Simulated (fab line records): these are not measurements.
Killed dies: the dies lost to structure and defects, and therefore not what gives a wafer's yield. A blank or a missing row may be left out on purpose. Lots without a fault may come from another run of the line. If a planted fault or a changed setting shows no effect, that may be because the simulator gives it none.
Matching of chambers / flow n5 finfet / N5_FIN_CUT_CUT_ETCH_28 on rie si-06: 4 sister chambers
The step etches Si in HBr/Cl2/O2, target depth 6 nm, time 2.4 s. 18 wafers are shown with their chamber, then 9 later ones without.

## WAFERS WITH THEIR CHAMBER
wafer=L084.1; chamber=1; he backside leak sccm (sccm)=2.5; oes product au (a.u.)=1.000
wafer=L084.3; chamber=3; he backside leak sccm (sccm)=2.8; oes product au (a.u.)=0.988
wafer=L084.6; chamber=1; he backside leak sccm (sccm)=2.5; oes product au (a.u.)=1.000
wafer=L085.3; chamber=3; he backside leak sccm (sccm)=2.8; oes product au (a.u.)=0.982
wafer=L085.4; chamber=2; he backside leak sccm (sccm)=2.7; oes product au (a.u.)=1.000
wafer=L085.6; chamber=1; he backside leak sccm (sccm)=2.6; oes product au (a.u.)=1.010
wafer=L088.3; chamber=1; he backside leak sccm (sccm)=2.5; oes product au (a.u.)=1.005
wafer=L088.4; chamber=3; he backside leak sccm (sccm)=2.9; oes product au (a.u.)=0.987
wafer=L088.6; chamber=2; he backside leak sccm (sccm)=2.8; oes product au (a.u.)=0.990
wafer=L089.3; chamber=2; he backside leak sccm (sccm)=2.8; oes product au (a.u.)=0.993
wafer=L089.4; chamber=1; he backside leak sccm (sccm)=2.5; oes product au (a.u.)=1.006
wafer=L089.6; chamber=3; he backside leak sccm (sccm)=2.7; oes product au (a.u.)=0.982
wafer=L090.2; chamber=1; he backside leak sccm (sccm)=2.6; oes product au (a.u.)=1.006
wafer=L090.4; chamber=3; he backside leak sccm (sccm)=2.8; oes product au (a.u.)=0.984
wafer=L090.6; chamber=1; he backside leak sccm (sccm)=2.6; oes product au (a.u.)=0.995
wafer=L091.1; chamber=2; he backside leak sccm (sccm)=2.7; oes product au (a.u.)=0.986
wafer=L091.3; chamber=0; he backside leak sccm (sccm)=3.0; oes product au (a.u.)=0.996
wafer=L091.6; chamber=1; he backside leak sccm (sccm)=2.5; oes product au (a.u.)=1.008

SIGNATURES, as means of the wafers listed above
reading=he backside leak sccm; chamber 0=3.000; chamber 1=2.538; chamber 2=2.750; chamber 3=2.800; scatter within a chamber=0.059
reading=oes product au; chamber 0=0.99600; chamber 1=1.00375; chamber 2=0.99225; chamber 3=0.98460; scatter within a chamber=0.0047
Rule: a wafer's distance from a chamber is the root of the sum, over the readings, of the square of ((its reading less the chamber's mean) divided by the reading's scatter). If the next closest chamber is less than 2 further off than the closest, the wafer can't be placed; otherwise it belongs to the closest. The scatter: the root of (the sum of the squares of (reading less its chamber's mean) over the shown wafers, divided by (wafers less chambers)).

## WAFERS WHOSE CHAMBER IS MISSING
wafer=L092.2; he backside leak sccm (sccm)=2.5; oes product au (a.u.)=1.008
wafer=L092.4; he backside leak sccm (sccm)=2.9; oes product au (a.u.)=0.991
wafer=L092.6; he backside leak sccm (sccm)=2.7; oes product au (a.u.)=0.992
wafer=L093.1; he backside leak sccm (sccm)=2.7; oes product au (a.u.)=0.987
wafer=L093.2; he backside leak sccm (sccm)=3.2; oes product au (a.u.)=0.986
wafer=L093.5; he backside leak sccm (sccm)=2.8; oes product au (a.u.)=0.990
wafer=L097.2; he backside leak sccm (sccm)=3.0; oes product au (a.u.)=0.993
wafer=L097.4; he backside leak sccm (sccm)=2.8; oes product au (a.u.)=0.997
wafer=L097.6; he backside leak sccm (sccm)=2.9; oes product au (a.u.)=0.988

## CHAMBER TAKEN BY EACH
wafer=L092.2; from the rows above=1; in truth=1
wafer=L092.4; from the rows above=can't be placed: 0 or 3 or 2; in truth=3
wafer=L092.6; from the rows above=can't be placed: 2 or 3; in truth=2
wafer=L093.1; from the rows above=can't be placed: 2 or 3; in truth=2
wafer=L093.2; from the rows above=0; in truth=0
wafer=L093.5; from the rows above=can't be placed: 2 or 3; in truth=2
wafer=L097.2; from the rows above=0; in truth=0
wafer=L097.4; from the rows above=can't be placed: 2 or 3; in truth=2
wafer=L097.6; from the rows above=can't be placed: 3 or 0 or 2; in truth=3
Correct placement for 3 of the 9. Not placeable from these rows: 6 (in 6, the candidates include the true chamber). Wrongly placed: 0.
